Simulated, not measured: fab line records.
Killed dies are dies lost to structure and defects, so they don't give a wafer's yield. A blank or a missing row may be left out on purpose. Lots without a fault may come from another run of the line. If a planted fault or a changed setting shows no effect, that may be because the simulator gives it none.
Chamber matching + flow n5_finfet + rie_diel-06 running N5_BEOL_M2_ETCH_69: 4 sister chambers
The step etches SiARC in CF4, target depth 15.6 nm, time 26 s. 8 wafers are shown with their chamber, then 7 later ones without.

## WAFERS PAIRED WITH THEIR CHAMBERS
| wafer  | chamber | showerhead_plenum_p_Torr (Torr) | throttle_valve_pct (%) |
|--------|---------|---------------------------------|------------------------|
| L075.4 | 1       | 2.11                            | 15.36                  |
| L078.1 | 2       | 2.08                            | 15.51                  |
| L078.2 | 1       | 2.11                            | 15.36                  |
| L088.1 | 0       | 2.06                            | 15.78                  |
| L088.2 | 2       | 2.08                            | 15.55                  |
| L088.3 | 3       | 2.24                            | 15.66                  |
| L091.1 | 0       | 2.06                            | 15.80                  |
| L091.3 | 3       | 2.23                            | 15.68                  |

## WAFERS WITH NO CHAMBER GIVEN
| wafer  | showerhead_plenum_p_Torr (Torr) | throttle_valve_pct (%) |
|--------|---------------------------------|------------------------|
| L091.6 | 2.23                            | 15.68                  |
| L093.2 | 2.10                            | 15.40                  |
| L093.3 | 2.07                            | 15.58                  |
| L093.6 | 2.07                            | 15.58                  |
| L094.1 | 2.07                            | 15.60                  |
| L094.4 | 2.05                            | 15.82                  |
| L094.5 | 2.10                            | 15.44                  |

## CHAMBER TAKEN BY EACH
| wafer  | from the rows above | in truth |
|--------|---------------------|----------|
| L091.6 | 3                   | 3        |
| L093.2 | 1                   | 1        |
| L093.3 | 2                   | 2        |
| L093.6 | 2                   | 2        |
| L094.1 | 2                   | 2        |
| L094.4 | 0                   | 0        |
| L094.5 | 1                   | 1        |
7 of 7 placed correctly. Left unplaced by these rows: 0. Placed wrongly: 0.
How it was worked out, from the rows above alone: a wafer's distance from a chamber is the root of the sum, over the readings, of the square of ((its reading less the chamber's mean) divided by the reading's scatter). If the next closest chamber is less than 2 further off than the closest, the wafer can't be placed; otherwise it belongs to the closest. Each chamber's mean is taken over the wafers shown for it. How the scatter is found: for the shown wafers, subtract from each reading the mean of its chamber, square and add these, divide the total by (wafers less chambers), then take the root.
